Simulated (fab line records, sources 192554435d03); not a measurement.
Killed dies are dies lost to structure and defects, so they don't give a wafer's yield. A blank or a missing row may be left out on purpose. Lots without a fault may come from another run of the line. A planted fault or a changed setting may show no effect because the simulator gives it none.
Which tool did it? | flow n5_finfet | 9 lots, 27 wafers sampled, at 1 step of a route of 1938

WHAT THE GAUGES READ, wafer by wafer
N5_BEOL_M4_CD_MEAS_11: target cd 16.79 nm.
lot  | measured     | on        | cd_nm (nm)
L075 | day 7 21:14  | cd_sem-03 | 16.74 16.13 16.62
L077 | day 8 12:59  | cd_sem-03 | 16.82 16.90 16.87
L079 | day 9 01:38  | cd_sem-01 | 17.05 16.81 17.17
L081 | day 9 08:32  | cd_sem-02 | 16.75 16.68 17.03
L082 | day 10 03:37 | cd_sem-01 | 17.00 16.45 16.74
L088 | day 11 07:43 | cd_sem-03 | 17.06 16.73 16.94
L090 | day 11 13:56 | cd_sem-01 | 16.76 16.80 16.99
L092 | day 12 11:05 | cd_sem-01 | 16.79 16.91 17.54
L096 | day 13 10:58 | cd_sem-03 | 17.00 17.21 17.33

WHICH TOOL RAN EACH LOT (tool, then ch and the chambers of the sampled wafers, then the start)
The record holds no process step before these readings.

THE ANSWER, worked out from the rows above alone
Rule: what is usual is taken from the lots themselves. Put in order of their means at a reading, lots are off if they are a third of the lots or fewer, leave a main group of 4 or more, and stand apart from it by a gap of 3 or more times the standard deviation of the main group's means; of several such gaps the widest counts. A main group whose means are all the same, to the digits that the tables above print for the reading, isn't used. A lot without any number at a reading at which 4 lots or more have one is off too. The other lots that the step has rows for count as sound.
No lot is off at any reading shown: from this, nothing can be told.

WHAT THE SIMULATOR HAD PUT IN
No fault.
